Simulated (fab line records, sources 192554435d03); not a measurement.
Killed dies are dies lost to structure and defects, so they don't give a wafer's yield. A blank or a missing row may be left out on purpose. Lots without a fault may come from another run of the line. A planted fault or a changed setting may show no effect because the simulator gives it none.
Split-lot experiment | flow n5_finfet | 7 lots, 21 wafers read, on a route of 1938 steps

THE SPLIT
At N5_BEOL_M2_COAT_62 (time 60 s, resist thk 12 nm), the setting spin_rpm was moved away from the recipe's 1500 rpm on 6 of the 21 wafers read, by -7.9% to +10.4%. The other wafers ran this setting at the recipe's value.

The reading is taken at the split's own step.

THE READING
SiARC_of_BEOL_M2_COAT_62.thk_nm (the simulator's own value, which no gauge read), in nm, at N5_BEOL_M2_COAT_62 (time 60 s, resist thk 12 nm). The file gives no usual value for it.

wafer  | tool, chamber at the split | spin_rpm as run, rpm | against the recipe | SiARC_of_BEOL_M2_COAT_62.thk_nm, nm | against lot-mates on the recipe
L076.2 | litho_track-05, 0          | 1500                 | recipe             | 12                                  | -
L076.4 | litho_track-05, 0          | 1500                 | recipe             | 12                                  | -
L076.6 | litho_track-05, 0          | 1500                 | recipe             | 12                                  | -
L077.2 | litho_track-04, 0          | 1500                 | recipe             | 12                                  | -
L077.3 | litho_track-04, 0          | 1500                 | recipe             | 12                                  | -
L077.5 | litho_track-04, 0          | 1382                 | -7.9%              | 12.6                                | +0.6
L078.1 | litho_track-04, 0          | 1656                 | +10.4%             | 11.4                                | -0.6
L078.5 | litho_track-04, 0          | 1656                 | +10.4%             | 11.4                                | -0.6
L078.3 | litho_track-04, 0          | 1500                 | recipe             | 12                                  | -
L079.3 | litho_track-04, 0          | 1500                 | recipe             | 12                                  | -
L079.4 | litho_track-04, 0          | 1500                 | recipe             | 12                                  | -
L079.6 | litho_track-04, 0          | 1500                 | recipe             | 12                                  | -
L083.2 | litho_track-04, 0          | 1500                 | recipe             | 12                                  | -
L083.6 | litho_track-04, 0          | 1500                 | recipe             | 12                                  | -
L083.3 | litho_track-04, 0          | 1435                 | -4.3%              | 12.4                                | +0.4
L093.2 | litho_track-03, 0          | 1500                 | recipe             | 12                                  | -
L093.4 | litho_track-03, 0          | 1500                 | recipe             | 12                                  | -
L093.6 | litho_track-03, 0          | 1445                 | -3.7%              | 12.2                                | +0.2
L096.2 | litho_track-03, 0          | 1446                 | -3.6%              | 12.2                                | +0.2
L096.3 | litho_track-03, 0          | 1500                 | recipe             | 12                                  | -
L096.6 | litho_track-03, 0          | 1500                 | recipe             | 12                                  | -

THE FIT
A straight line over all 21 wafers: SiARC_of_BEOL_M2_COAT_62.thk_nm changes by -0.0631 nm for each +1% of spin_rpm; r = -0.99; the points scatter about the line by 0.04 nm.
The same after taking each lot's own level away (the mean of its wafers on the recipe; 21 wafers): -0.0631 nm for each +1%; r = -0.99; scatter 0.04 nm.
On that fit, the largest move of spin_rpm shifts the reading by 0.66 nm.
The lots' own levels span 12.00 to 12.00 nm.
So the lot-to-lot level changes the slope little: the two slopes agree.
Check: with one of the wafers moved furthest among these (+10.4%) left out of the fit, the line predicts -0.669 nm for it against its lot-mates. It came out at -0.6 nm against them.

OTHER SPLITS ON THESE WAFERS
These wafers also went through other splits before the reading. Each is held against what the fit with the lots' levels taken away leaves over:
other split on the same wafers            | wafers away from the commonest value | r with SiARC_of_BEOL_M2_COAT_62.thk_nm (lot level and that fit taken away)
N5_GATE_CUT_ALD_22 ald_cycles             | 9                                    | -0.14
N5_MOL_CONTACT_COAG_COAT_76 spin_rpm      | 3                                    | -0.05
N5_BEOL_M0_SAQP_ILD_DEP_01 time_s         | 8                                    | -0.25
N5_BEOL_M0_SAQP_COAT_69 spin_rpm          | 6                                    | +0.10
N5_BEOL_M0_SAQP_COAT_87 temp_c            | 10                                   | +0.08
N5_BEOL_M0_ETCH_128 source_w              | 6                                    | +0.10
N5_BEOL_M0_TRENCH_ETCH_107 target_depth_a | 10                                   | -0.43
N5_BEOL_M1_TRENCH_ETCH_37 source_w        | 5                                    | +0.13

THE FILE'S OWN FIT
SiARC_of_BEOL_M2_COAT_62.thk_nm changes by -0.0657 nm for each +1% of spin_rpm, r = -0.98.
